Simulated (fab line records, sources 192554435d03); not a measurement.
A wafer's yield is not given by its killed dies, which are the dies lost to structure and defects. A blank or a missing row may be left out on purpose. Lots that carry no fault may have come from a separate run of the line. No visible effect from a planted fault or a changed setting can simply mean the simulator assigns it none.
Split-lot study | flow n5Finfet | 7 lots, 21 wafers read, on a route of 1938 steps

ON THE SPLIT
At N5_BEOL_M1_COAT_61 (time 60 s, resist thk 60 nm), the setting spinRpm was moved away from the recipe's 1500 rpm on 7 of the 21 wafers read, by -8.9% to +10.2%. This setting was run at the recipe's value on the other wafers.

FROM THE SPLIT TO THE READING: what the file shows between them, 8 steps
- N5_BEOL_M1_COAT_05: resist thk 30 nm (also split here: spinRpm)
- N5_BEOL_M1_EBR_07
- N5_BEOL_M1_SOFTBAKE_06: time 60 s
- N5_BEOL_M1_EXPOSE_08: exposes mask M1
- N5_BEOL_M1_PEB_09: peb time 60 s
- N5_BEOL_M1_DEVELOP_10: develop time 30 s
- N5_BEOL_M1_ETCH_74: etches underlayer in N2/H2, target depth 6.5 nm, time 5.2 s
- N5_BEOL_M1_ETCH_63: etches SiARC in CF4, target depth 15.6 nm, time 26 s

THE READING
etch.depthNm (the simulator's own value, which no gauge read), in nm, at N5_BEOL_M1_ETCH_64 (etches SOC in N2/H2, target depth 75 nm, overetch 15 nm, time 112.5 s). No usual value for it is given in the file. Across the 14 wafers here that went through the recipe, the average is 59.96 nm and the standard deviation 0.15 nm.

wafer  | tool, chamber at the split | spinRpm as run, rpm | against the recipe | etch.depthNm, nm | against lot-mates on the recipe
L074.2 | lithoTrack-02, 0           | 1500                | recipe             | 60.08            | -
L074.5 | lithoTrack-02, 0           | 1500                | recipe             | 60.08            | -
L074.3 | lithoTrack-02, 0           | 1500                | recipe             | 60.11            | -
L081.3 | lithoTrack-01, 0           | 1500                | recipe             | 60.13            | -
L081.4 | lithoTrack-01, 0           | 1500                | recipe             | 60.01            | -
L081.5 | lithoTrack-01, 0           | 1653                | +10.2%             | 57.22            | -2.85
L084.1 | lithoTrack-01, 0           | 1500                | recipe             | 59.72            | -
L084.4 | lithoTrack-01, 0           | 1500                | recipe             | 60.01            | -
L084.6 | lithoTrack-01, 0           | 1373                | -8.5%              | 62.49            | +2.63
L088.2 | lithoTrack-02, 0           | 1644                | +9.6%              | 57.54            | -2.61
L088.5 | lithoTrack-02, 0           | 1500                | recipe             | 60.15            | -
L088.6 | lithoTrack-02, 0           | 1644                | +9.6%              | 57.49            | -2.66
L089.2 | lithoTrack-01, 0           | 1418                | -5.5%              | 61.53            | +1.79
L089.5 | lithoTrack-01, 0           | 1500                | recipe             | 59.69            | -
L089.6 | lithoTrack-01, 0           | 1500                | recipe             | 59.8             | -
L092.1 | lithoTrack-01, 0           | 1500                | recipe             | 59.97            | -
L092.3 | lithoTrack-01, 0           | 1500                | recipe             | 59.88            | -
L092.4 | lithoTrack-01, 0           | 1500                | recipe             | 59.78            | -
L093.1 | lithoTrack-01, 0           | 1367                | -8.9%              | 62.84            | +2.87
L093.5 | lithoTrack-01, 0           | 1367                | -8.9%              | 62.99            | +3.02
L093.6 | lithoTrack-01, 0           | 1500                | recipe             | 59.97            | -

FIT RESULTS
A straight line over all 21 wafers: etch.depthNm changes by -0.287 nm for each +1% of spinRpm; r = -0.99; the points scatter about the line by 0.2 nm.
The same after taking each lot's own level away (the mean of its wafers on the recipe; 21 wafers): -0.299 nm for each +1%; r = -1.00; scatter 0.13 nm.
On that fit, the largest move of spinRpm shifts the reading by 3.1 nm.
Measured against the standard deviation above, the lots' own levels, which go from 59.745 to 60.150 nm, span 2.7 times it.
So the lot-to-lot level changes the slope little: the two slopes agree.
Check: -3.02 nm against its lot-mates is what the line predicts for one of the wafers moved furthest among these (+10.2%) when that wafer is left out of the fit. It came out at -2.85 nm against them.

THESE WAFERS: OTHER SPLITS
Note: prior to the reading, these wafers also went through further splits. Each is held against what the fit with the lots' levels taken away leaves over:
other split on the same wafers | wafers away from the commonest value | r with etch.depthNm (lot level and that fit taken away)
N5_BEOL_M1_COAT_05 spinRpm     | 10                                   | -0.20

THE WHOLE CHAIN: every reading that the file lists as answering this split, in the file's order
step               | what it does                                                          | reading                                                                       | change (the file's fit)               | r (the file's)
N5_BEOL_M1_COAT_61 | time 60 s, resist thk 60 nm                                           | SOC_of_BEOL_M1_COAT_61.thkNm (the simulator's own value, which no gauge read) | -0.3 nm for each +1% of the setting   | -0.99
N5_BEOL_M1_ETCH_64 | etches SOC in N2/H2, target depth 75 nm, overetch 15 nm, time 112.5 s | etch.depthNm (the simulator's own value, which no gauge read)                 | -0.299 nm for each +1% of the setting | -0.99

THE FILE'S OWN FIT
etch.depthNm changes by -0.299 nm for each +1% of spinRpm, r = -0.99.
